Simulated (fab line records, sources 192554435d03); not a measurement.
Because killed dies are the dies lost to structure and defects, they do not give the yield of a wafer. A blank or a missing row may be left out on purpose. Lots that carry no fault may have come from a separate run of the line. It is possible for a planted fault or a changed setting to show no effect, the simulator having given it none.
fab line records -- flow n5_finfet
[record] lots = 11, wafers = 33, last_day = 18
route steps=1938 shown BEOL_M6@1242 BEOL_M7@1263 PASSIVATION@1936
lots that met no fault: taken from a fault-free run of the same line
start_h: hours from the record's opening day to when the first of the lot's shown wafers began -- wait_h: how many hours have passed since the lot's step before this one -- " same as the row above -- L1.1+2: a single row standing in for several wafers -- - value missing, or start not given -- * or withheld: withheld -- < > ~ a bound
route shown NAME@n: names a module that has steps shown in the file, with the first one's number in the route -- usual: the fault-free wafers' mean and standard deviation -- same: alike in all rows -- chamber/n: place in a boat -- sites: per-site readings -- _std_site: standard deviation across them -- _edge_site: outer sites' mean less inner sites' -- radius_mm: for every site, how far away it sits from the centre of the wafer -- mask NAME#n: copy n -- behind: the most recent tool/chamber to have shaped the wafer -- hold: the reason the lot was held/the length of the hold in hours/how it ended -- device: whichever transistor did not switch (one of n, p or np) -- end of line: tests of these same wafers at the route's end -- for a step that has no rows: nothing shown but its recipe -- killed: count of dies lost to structure and defects at first sort (not the wafer's yield) -- map: a wafer's dies, marking killed ones x, the rest . and places with no die _
set.NAME: the run value of the setting; set.NAME@STEP: its run value at that earlier step -- model.NAME: the simulator's own value behind a step, which no gauge read
one table for each step of the route and one row for each wafer, over a sample of lots
services: from which hour (start_h, from the record's first day; less than 0 if before it) a tool's chamber was out of use, for how many hours, and why
[[steps]]
[step N5_BEOL_M6_OCD_MEAS_38]
[usual] trench_depth_nm = 94.2/1.7
lot.wafer,tool,chamber,start_h,wait_h,trench_depth_nm
L800.4,ocd-02,-,224.00,-,92.0
L800.5,ocd-02,-,224.00,-,97.2
L800.6,ocd-02,-,224.00,-,93.5
L801.2,ocd-02,-,231.02,-,95.6
L801.5,ocd-02,-,231.02,-,95.2
L801.6,ocd-02,-,231.02,-,95.1
L803.2,ocd-01,-,236.15,-,96.0
L803.3,ocd-01,-,236.15,-,95.1
L803.4,ocd-01,-,236.15,-,93.7
L804.2,ocd-02,-,238.53,-,92.8
L804.5,ocd-02,-,238.53,-,92.6
L804.6,ocd-02,-,238.53,-,94.4
L808.2,ocd-02,-,271.59,-,92.7
L808.3,ocd-02,-,271.59,-,95.2
L808.5,ocd-02,-,271.59,-,95.4
L810.1,ocd-02,-,290.37,-,91.6
L810.5,ocd-02,-,290.37,-,93.3
L810.6,ocd-02,-,290.37,-,96.3
L813.2,ocd-01,-,303.46,-,91.7
L813.5,ocd-01,-,303.46,-,95.1
L813.6,ocd-01,-,303.46,-,91.4
L816.1,ocd-02,-,306.01,-,94.8
L816.4,ocd-02,-,306.01,-,94.7
L816.6,ocd-02,-,306.01,-,94.7
L814.1,ocd-02,-,306.40,-,91.6
L814.3,ocd-02,-,306.40,-,93.8
L814.4,ocd-02,-,306.40,-,94.6
L818.1,ocd-02,-,321.28,-,93.4
L818.5,ocd-02,-,321.28,-,91.6
L818.6,ocd-02,-,321.28,-,96.5
L820.1,ocd-01,-,349.16,-,93.4
L820.2,ocd-01,-,349.16,-,95.8
L820.4,ocd-01,-,349.16,-,97.1
[step N5_BEOL_M6_ALD_77]
[recipe] material = TaN, target_thk_a = 20, temp_c = 275, ald_precursor_family = PDMAT, ald_co_reactant = NH3, pressure_torr = 3, carrier_flow_sccm = 1500, pulse_time_s = 2, purge_time_s = 3, co_reactant_purge_time_s = 2, co_reactant_pulse_time_s = 3, ald_cycles = 40, precursor_vessel_temp_c = 75, precursor_vessel_pressure_torr = 26.25, precursor_vessel_carrier_sccm = 1000
[usual] heater_power_w = 446/29
[same] co_reactant_purge_time_s = 2
lot.wafer,tool,chamber,start_h,wait_h,heater_power_w
L800.4,ald_metal-01,3,225.04,0.0,436
L800.5,ald_metal-01,3,225.04,0.0,442
L800.6,ald_metal-01,0,225.04,0.0,470
L801.2,ald_metal-04,1,234.15,0.0,427
L801.5,ald_metal-04,2,234.15,0.0,394
L801.6,ald_metal-04,1,234.15,0.0,419
L803.2,ald_metal-04,1,237.83,0.0,426
L803.3,ald_metal-04,2,237.83,0.0,388
L803.4,ald_metal-04,3,237.83,0.0,491
L804.2,ald_metal-02,1,239.29,0.0,430
L804.5,ald_metal-02,3,239.29,0.0,445
L804.6,ald_metal-02,2,239.29,0.0,462
L808.2,ald_metal-01,0,272.61,0.0,469
L808.3,ald_metal-01,3,272.61,0.0,430
L808.5,ald_metal-01,0,272.61,0.0,461
L810.1,ald_metal-04,1,292.59,0.0,424
L810.5,ald_metal-04,1,292.59,0.0,417
L810.6,ald_metal-04,0,292.59,0.0,496
L813.2,ald_metal-02,0,304.43,0.0,409
L813.5,ald_metal-02,0,304.43,0.0,412
L813.6,ald_metal-02,1,304.43,0.0,436
L816.1,ald_metal-02,0,306.91,0.0,408
L816.4,ald_metal-02,2,306.91,0.0,452
L816.6,ald_metal-02,2,306.91,0.0,455
L814.1,ald_metal-04,3,307.28,0.0,500
L814.3,ald_metal-04,2,307.28,0.0,394
L814.4,ald_metal-04,1,307.28,0.0,426
L818.1,ald_metal-02,2,322.23,0.0,457
L818.5,ald_metal-02,3,322.23,0.0,454
L818.6,ald_metal-02,0,322.23,0.0,406
L820.1,ald_metal-04,2,350.40,0.1,396
L820.2,ald_metal-04,1,350.40,0.1,406
L820.4,ald_metal-04,3,350.40,0.1,490
[step N5_BEOL_M6_DEP_56]
[recipe] material = SiCN, target_thk_a = 100, temp_c = withheld, precursor = 3MS/NH3, pressure_torr = 3, rf_w = 202, time_s = 17.5
[usual] showerhead_plenum_p_Torr = 3.664/0.015, throttle_valve_pct = 9.2/0.65
lot.wafer,tool,chamber,start_h,wait_h,showerhead_plenum_p_Torr,throttle_valve_pct
L800.4,pecvd-01,2,226.91,0.0,3.656,8.8
L800.5,pecvd-01,1,226.91,0.0,3.669,8.8
L800.6,pecvd-01,0,226.91,0.0,3.670,11.2
L801.2,pecvd-04,2,235.53,0.0,3.656,8.6
L801.5,pecvd-04,0,235.53,0.0,3.680,9.0
L801.6,pecvd-04,2,235.53,0.0,3.655,8.5
L803.2,pecvd-01,1,239.27,0.0,3.678,9.1
L803.3,pecvd-01,0,239.27,0.0,3.672,11.1
L803.4,pecvd-01,1,239.27,0.0,3.667,8.7
L804.2,pecvd-03,2,240.92,0.0,3.670,9.0
L804.5,pecvd-03,1,240.92,0.0,3.638,9.3
L804.6,pecvd-03,2,240.92,0.0,3.665,8.8
L808.2,pecvd-03,0,274.25,0.0,3.675,9.8
L808.3,pecvd-03,2,274.25,0.0,3.681,8.7
L808.5,pecvd-03,0,274.25,0.0,3.684,9.5
L810.1,pecvd-01,0,294.08,0.0,3.657,10.8
L810.5,pecvd-01,1,294.08,0.0,3.678,8.7
L810.6,pecvd-01,0,294.08,0.0,3.665,11.0
L813.2,pecvd-03,1,306.36,0.0,3.637,9.6
L813.5,pecvd-03,2,306.36,0.0,3.669,8.8
L813.6,pecvd-03,1,306.36,0.0,3.644,9.5
L816.1,pecvd-03,1,308.39,0.0,3.646,9.3
L816.4,pecvd-03,0,308.39,0.0,3.685,9.8
L816.6,pecvd-03,2,308.39,0.0,3.670,8.9
L814.1,pecvd-04,1,309.03,0.0,3.661,9.2
L814.3,pecvd-04,0,309.03,0.0,3.677,9.2
L814.4,pecvd-04,0,309.03,0.0,3.677,8.9
L818.1,pecvd-03,2,325.71,0.0,3.668,8.8
L818.5,pecvd-03,0,325.71,0.0,3.680,9.3
L818.6,pecvd-03,2,325.71,0.0,3.668,8.6
L820.1,pecvd-03,0,352.80,0.0,3.673,9.7
L820.2,pecvd-03,1,352.80,0.0,3.650,9.7
L820.4,pecvd-03,0,352.80,0.0,3.680,9.7
[step N5_BEOL_M7_ILD_DEP_00]
[recipe] material = SiCOH_lowk, target_thk_a = 1797.5, temp_c = 300, precursor = DEMS/porogen, pressure_torr = 5, rf_w = 500, time_s = 33.4
[usual] heater_power_w = 325/60, showerhead_plenum_p_Torr = 5.742/0.014, susceptor_temp_C = 300.00/0.19, throttle_valve_pct = 14.0/0.94
lot.wafer,tool,chamber,start_h,wait_h,heater_power_w,showerhead_plenum_p_Torr,susceptor_temp_C,throttle_valve_pct
L800.4,pecvd-02,0,227.05,0.1,320,5.759,299.83,14.0
L800.5,pecvd-02,0,227.05,0.1,326,5.758,300.05,13.9
L800.6,pecvd-02,1,227.05,0.1,254,5.748,300.28,14.5
L801.2,pecvd-02,0,235.66,0.0,358,5.761,300.28,13.9
L801.5,pecvd-02,0,235.66,0.0,278,5.750,299.78,13.9
L801.6,pecvd-02,2,235.66,0.0,234,5.747,278.54,13.0
L803.2,pecvd-02,2,239.41,0.0,234,5.744,278.44,12.8
L803.3,pecvd-02,1,239.41,0.0,257,5.744,299.89,14.8
L803.4,pecvd-02,1,239.41,0.0,263,5.734,299.73,14.9
L804.2,pecvd-02,2,241.05,0.0,233,5.739,278.31,13.0
L804.5,pecvd-02,0,241.05,0.0,351,5.775,300.15,13.7
L804.6,pecvd-02,1,241.05,0.0,299,5.734,299.69,14.7
L808.2,pecvd-01,0,274.39,0.0,503,5.735,300.05,16.7
L808.3,pecvd-01,2,274.39,0.0,305,5.738,300.22,13.8
L808.5,pecvd-01,0,274.39,0.0,522,5.729,300.30,17.1
L810.1,pecvd-04,2,294.23,0.0,272,5.707,300.24,12.7
L810.5,pecvd-04,0,294.23,0.0,334,5.757,300.17,13.5
L810.6,pecvd-04,1,294.23,0.0,370,5.737,300.02,14.0
L813.2,pecvd-02,1,306.49,0.0,277,5.746,300.25,15.1
L813.5,pecvd-02,0,306.49,0.0,310,5.750,300.01,14.1
L813.6,pecvd-02,1,306.49,0.0,280,5.739,300.09,14.6
L816.1,pecvd-04,0,308.52,0.0,382,5.747,299.67,14.0
L816.4,pecvd-04,2,308.52,0.0,254,5.712,299.94,12.8
L816.6,pecvd-04,0,308.52,0.0,389,5.756,300.05,14.1
L814.1,pecvd-02,0,309.16,0.0,309,5.752,300.05,13.9
L814.3,pecvd-02,2,309.16,0.0,287,5.746,299.94,13.1
L814.4,pecvd-02,1,309.16,0.0,299,5.738,299.68,14.9
L818.1,pecvd-02,0,325.84,0.0,296,5.756,300.13,13.8
L818.5,pecvd-02,2,325.84,0.0,301,5.747,300.00,13.3
L818.6,pecvd-02,1,325.84,0.0,270,5.745,299.70,14.6
L820.1,pecvd-02,0,352.94,0.0,351,5.754,300.15,13.8
L820.2,pecvd-02,1,352.94,0.0,299,5.767,299.87,14.5
L820.4,pecvd-02,0,352.94,0.0,351,5.755,300.24,14.0
[step N5_BEOL_M7_THK_MEAS_01]
[recipe] reads = SiCOH_lowk_of_BEOL_M7_ILD_DEP_00
[usual] M7_ILD_THK = 155.1/2
lot.wafer,tool,chamber,start_h,wait_h,M7_ILD_THK[nm]
L800.4,film_metro-02,-,227.63,0.2,157.3
L800.5,film_metro-02,-,227.63,0.2,157.5
L800.6,film_metro-02,-,227.63,0.2,158.1
L801.2,film_metro-02,-,236.84,0.4,154.9
L801.5,film_metro-02,-,236.84,0.4,157.4
L801.6,film_metro-02,-,236.84,0.4,178.9
L803.2,film_metro-02,-,240.15,0.4,176.2
L803.3,film_metro-02,-,240.15,0.4,155.5
L803.4,film_metro-02,-,240.15,0.4,156.5
L804.2,film_metro-01,-,241.63,0.4,177.2
L804.5,film_metro-01,-,241.63,0.4,157.6
L804.6,film_metro-01,-,241.63,0.4,158.2
L808.2,film_metro-02,-,274.96,0.4,151.2
L808.3,film_metro-02,-,274.96,0.4,151.9
L808.5,film_metro-02,-,274.96,0.4,154.7
L810.1,film_metro-01,-,294.81,0.4,152.3
L810.5,film_metro-01,-,294.81,0.4,155.8
L810.6,film_metro-01,-,294.81,0.4,155.8
L813.2,film_metro-01,-,307.07,0.4,153.6
L813.5,film_metro-01,-,307.07,0.4,155.4
L813.6,film_metro-01,-,307.07,0.4,156.1
L814.1,film_metro-01,-,309.74,0.4,151.6
L814.3,film_metro-01,-,309.74,0.4,153.9
L814.4,film_metro-01,-,309.74,0.4,156.8
L816.1,film_metro-02,-,310.54,1.6,153.5
L816.4,film_metro-02,-,310.54,1.6,154.8
L816.6,film_metro-02,-,310.54,1.6,155.3
L818.1,film_metro-01,-,326.42,0.4,154.8
L818.5,film_metro-01,-,326.42,0.4,157.6
L818.6,film_metro-01,-,326.42,0.4,158.1
L820.1,film_metro-01,-,353.53,0.4,152.9
L820.2,film_metro-01,-,353.53,0.4,152.0
L820.4,film_metro-01,-,353.53,0.4,155.8
[step N5_PASSIVATION_PROBE_49]
[usual] defect_limited_yield = 91.1/1.5, killed_at_M0_to_M3 = 33/9.9, killed_at_M4_up = 14/5.2, killed_at_contacts = 12/6.7, killed_at_front_end = 43/13, killed_at_other = 3.4/2.7, killed_dies = 105/17, killed_open = 69/13, killed_short = 33/7.5, sort_bin_5_function = 5.2/0.91, sort_bin_6_memory = 3.3/0.71, sort_n_pass = 1075/17, sort_yield_pct = 91.1/1.5
[same] gross_dies = 1180, killed_at_back_side = 0, sort_bin_4_leakage[%] = 0, sort_bin_8_speed[%] = 0
lot.wafer,tool,chamber,start_h,wait_h,defect_limited_yield[%],killed_at_M0_to_M3,killed_at_M4_up,killed_at_contacts,killed_at_front_end,killed_at_other,killed_dies,killed_open,killed_short,sort_bin_5_function[%],sort_bin_6_memory[%],sort_n_pass,sort_yield_pct[%]
L813.2,prober-01,-,384.05,0.8,93.4,28,10,9,30,1,78,52,25,3.8,2.5,1102,93.4
L813.5,prober-01,-,384.20,1.0,91.4,38,6,5,53,0,102,80,22,5.8,2.7,1078,91.4
L813.6,prober-01,-,384.25,1.0,92.9,15,12,1,55,1,84,45,38,4.4,2.5,1096,92.9
// killed by level:class
L813.2 BEOL_M2:geometric_particle:open=18 MOL_CONTACT_COAG:geometric_particle:open=6 GATE_CUT:geometric_particle:short=5 FIN_SAQP:geometric_particle:open=4 FIN_SAQP:geometric_particle:short=4 GATE_CUT:geometric_particle:open=4 STARTING-WAFER:geometric_particle:open=4 BEOL_M2:geometric_particle:short=4
L813.5 STI_FIN_REVEAL:geometric_particle:open=22 BEOL_M2:geometric_particle:open=16 FIN_SAQP:geometric_particle:open=13 BEOL_M3:geometric_particle:open=7 FIN_SAQP:geometric_particle:short=5 MOL_CONTACT_COAG:geometric_particle:open=5 STI_FIN_REVEAL:geometric_particle:short=4 BEOL_M0_SAQP:geometric_particle:open=4
L813.6 FIN_SAQP:geometric_particle:short=15 STI_FIN_REVEAL:geometric_particle:open=8 GATE_CUT:geometric_particle:short=8 FIN_SAQP:geometric_particle:open=6 STARTING-WAFER:geometric_particle:short=5 BEOL_M2:geometric_particle:open=5 DUMMY_GATE:geometric_particle:open=4 BEOL_M1:geometric_particle:open=4
[[services]]
tool,chamber,start_h,hours,kind
pecvd-02,2,202.38,-,clean
pecvd-02,2,202.38,-,consumable_replace:showerhead
pecvd-02,2,202.38,29.0,scheduled_down
pecvd-02,2,202.38,29.0,vent_cycle
pecvd-03,1,214.97,2.1,scheduled_down
ald_metal-02,3,222.47,1.6,repair
ald_metal-01,-,243.15,0.7,repair
ald_metal-02,1,248.98,6.2,repair
pecvd-01,-,256.66,1.3,repair
pecvd-02,2,271.16,5.5,scheduled_down
pecvd-01,0,281.86,2.1,scheduled_down
pecvd-01,2,293.32,26.4,repair
pecvd-02,0,298.62,5.5,scheduled_down
ald_metal-04,0,306.82,-,calibration
pecvd-01,1,312.02,5.0,scheduled_down
pecvd-02,0,331.53,2.1,scheduled_down
ald_metal-02,-,337.25,14.0,pm
ald_metal-02,0,337.25,14.0,vent_cycle
ald_metal-02,1,337.25,14.0,vent_cycle
ald_metal-02,2,337.25,14.0,vent_cycle
ald_metal-02,3,337.25,14.0,vent_cycle
pecvd-01,-,340.65,9.4,repair
pecvd-04,2,349.70,5.5,scheduled_down
ald_metal-02,0,351.25,-,clean
[[key]]
[first_sign] step = N5_BEOL_M7_ILD_DEP_00, reading = susceptor_temp_C, direction = down, sigmas = 99+, usual = *, struck = *
[effect] step = N5_BEOL_M7_THK_MEAS_01, reading = M7_ILD_THK, direction = up, sigmas = 11, usual = 155.1, struck = 177.4
met_at N5_BEOL_M7_ILD_DEP_00
struck_lots L801,L803,L804
struck_wafers L801.6,L803.2,L804.2
not_acting_at N5_BEOL_M6_OCD_MEAS_38,N5_BEOL_M6_ALD_77,N5_BEOL_M6_DEP_56
[fault] kind = process_parameter_drift, tool = pecvd-02, chamber = 2, onset_h = 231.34, steps = N5_BEOL_M7_ILD_DEP_00, channel = temp_c, offset = *, shape = step, end_h = 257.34, acts_in = *, stated = *
